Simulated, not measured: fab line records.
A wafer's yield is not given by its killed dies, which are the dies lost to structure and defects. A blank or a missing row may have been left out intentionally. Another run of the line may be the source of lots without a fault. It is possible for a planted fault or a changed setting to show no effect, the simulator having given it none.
Chamber matching	flow n5-finfet	cvd-co-02 running N5_BEOL_M0_PRE_CLEAN_131: 3 sister chambers
The step time 15 s. 33 wafers are shown with their chamber, then 12 later ones without.

WAFERS WITH THEIR CHAMBER
wafer	chamber	heater-power-w (W)
L075.1	2	88
L075.2	0	117
L075.4	0	119
L076.2	2	84
L076.3	0	114
L076.4	2	85
L077.2	0	114
L077.5	0	113
L077.6	2	85
L078.1	2	88
L078.2	1	59
L078.3	0	116
L078.4	0	116
L078.5	1	59
L078.6	2	89
L083.4	1	57
L083.5	2	87
L083.6	0	115
L084.2	1	58
L084.4	0	116
L084.6	1	58
L085.1	1	59
L085.2	2	88
L085.6	0	117
L086.1	2	87
L086.2	0	118
L086.3	1	59
L086.4	2	85
L086.5	1	59
L086.6	0	117
L089.2	1	58
L089.4	2	87
L089.6	0	114

SIGNATURES (averages over the wafers above)
reading	chamber 0	chamber 1	chamber 2	scatter within a chamber
heater-power-w	115.85	58.44	86.64	1.51
Rule: for each reading, subtract the chamber's mean from the wafer's reading, divide by that reading's scatter and square the result; add these up over the readings and take the root, which gives the wafer's distance from the chamber. The wafer belongs to the nearest chamber; if the next one is less than 2 further off, it can't be placed. The scatter: the root of (the sum of the squares of (reading less its chamber's mean) over the shown wafers, divided by (wafers less chambers)).

WAFERS MISSING THEIR CHAMBER
wafer	heater-power-w (W)
L092.1	116
L092.3	88
L092.4	116
L095.1	60
L095.2	89
L095.3	118
L095.4	118
L095.5	89
L095.6	58
L097.2	91
L097.4	87
L097.5	117

WHICH CHAMBER EACH ONE RAN IN
wafer	from the rows above	in truth
L092.1	0	0
L092.3	2	2
L092.4	0	0
L095.1	1	1
L095.2	2	2
L095.3	0	0
L095.4	0	0
L095.5	2	2
L095.6	1	1
L097.2	2	2
L097.4	2	2
L097.5	0	0
Correctly placed: 12 of 12. Left unplaced by these rows: 0. 0 placed wrongly.
